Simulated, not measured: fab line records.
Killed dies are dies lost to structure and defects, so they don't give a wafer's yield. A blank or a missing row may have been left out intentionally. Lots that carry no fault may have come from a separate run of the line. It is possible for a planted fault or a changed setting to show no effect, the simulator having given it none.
Which tool is to blame? :: flow n5_finfet :: 10 lots, 30 wafers sampled, at 3 steps of a route of 1938

== WHAT EACH GAUGE READ, for each wafer ==
N5_BEOL_M4_THK_MEAS_01.
lot: L434
measured: day 7 08:26
on: film_metro-02
M4_ILD_THK (nm): 77.5 78.1 78.0

lot: L435
measured: day 7 14:12
on: film_metro-02
M4_ILD_THK (nm): 78.7 78.3 80.9

lot: L437
measured: day 8 00:28
on: film_metro-02
M4_ILD_THK (nm): 79.0 79.4 81.6

lot: L440
measured: day 9 18:13
on: film_metro-01
M4_ILD_THK (nm): 77.7 78.8 79.3

lot: L441
measured: day 9 21:47
on: film_metro-01
M4_ILD_THK (nm): 76.2 75.6 78.2

lot: L442
measured: day 9 23:07
on: film_metro-01
M4_ILD_THK (nm): 78.4 79.5 80.3

lot: L443
measured: day 10 06:11
on: film_metro-02
M4_ILD_THK (nm): 79.7 79.3 79.5

lot: L448
measured: day 11 02:52
on: film_metro-01
M4_ILD_THK (nm): 80.1 81.3 82.3

lot: L447
measured: day 11 09:18
on: film_metro-01
M4_ILD_THK (nm): 77.7 79.9 79.6

lot: L452
measured: day 12 09:26
on: film_metro-02
M4_ILD_THK (nm): 78.8 80.4 80.5

== WHICH TOOL RAN EACH LOT (tool, then ch and the chambers of the sampled wafers, then the start) ==
lot: L434
N5_BEOL_M3_SPUTTER_90: pvd_sputter-01, day 7 06:32
N5_BEOL_M3_ANNEAL_93: pvd_sputter-01, day 7 06:50

lot: L435
N5_BEOL_M3_SPUTTER_90: pvd_sputter-01, day 7 12:22
N5_BEOL_M3_ANNEAL_93: pvd_sputter-01, day 7 12:40

lot: L437
N5_BEOL_M3_SPUTTER_90: pvd_sputter-03, day 7 22:30
N5_BEOL_M3_ANNEAL_93: pvd_sputter-03, day 7 22:48

lot: L440
N5_BEOL_M3_SPUTTER_90: pvd_sputter-03, day 9 16:21
N5_BEOL_M3_ANNEAL_93: pvd_sputter-03, day 9 16:39

lot: L441
N5_BEOL_M3_SPUTTER_90: pvd_sputter-02, day 9 19:56
N5_BEOL_M3_ANNEAL_93: pvd_sputter-02, day 9 20:14

lot: L442
N5_BEOL_M3_SPUTTER_90: pvd_sputter-01, day 9 21:16
N5_BEOL_M3_ANNEAL_93: pvd_sputter-01, day 9 21:34

lot: L443
N5_BEOL_M3_SPUTTER_90: pvd_sputter-03, day 10 04:17
N5_BEOL_M3_ANNEAL_93: pvd_sputter-03, day 10 04:35

lot: L448
N5_BEOL_M3_SPUTTER_90: pvd_sputter-03, day 11 01:02
N5_BEOL_M3_ANNEAL_93: pvd_sputter-03, day 11 01:20

lot: L447
N5_BEOL_M3_SPUTTER_90: pvd_sputter-03, day 11 07:27
N5_BEOL_M3_ANNEAL_93: pvd_sputter-03, day 11 07:45

lot: L452
N5_BEOL_M3_SPUTTER_90: pvd_sputter-01, day 12 07:34
N5_BEOL_M3_ANNEAL_93: pvd_sputter-01, day 12 07:52
- N5_BEOL_M3_SPUTTER_90: material Cu, target thk 4.5 nm, time 8.29 s.
- N5_BEOL_M3_ANNEAL_93: time 240 s.

== THE ANSWER, worked out from the rows above alone ==
Rule: the lots themselves supply what counts as usual. The widest of any qualifying gaps counts: lots, ordered by their means at a reading, are off when they make up no more than a third of the lots, leave a main group of 4 or more, and stand apart from it by 3 or more times the standard deviation of that group's means. A main group is skipped when, at the precision printed for the reading in the tables above, its means are all equal. Also off: a lot with no number at a reading for which 4 or more lots have one. Any other lot the step has rows for is counted as sound.
No lot is off on any of the readings shown, so nothing can be concluded from this.

== WHAT THE SIMULATOR PUT IN ==
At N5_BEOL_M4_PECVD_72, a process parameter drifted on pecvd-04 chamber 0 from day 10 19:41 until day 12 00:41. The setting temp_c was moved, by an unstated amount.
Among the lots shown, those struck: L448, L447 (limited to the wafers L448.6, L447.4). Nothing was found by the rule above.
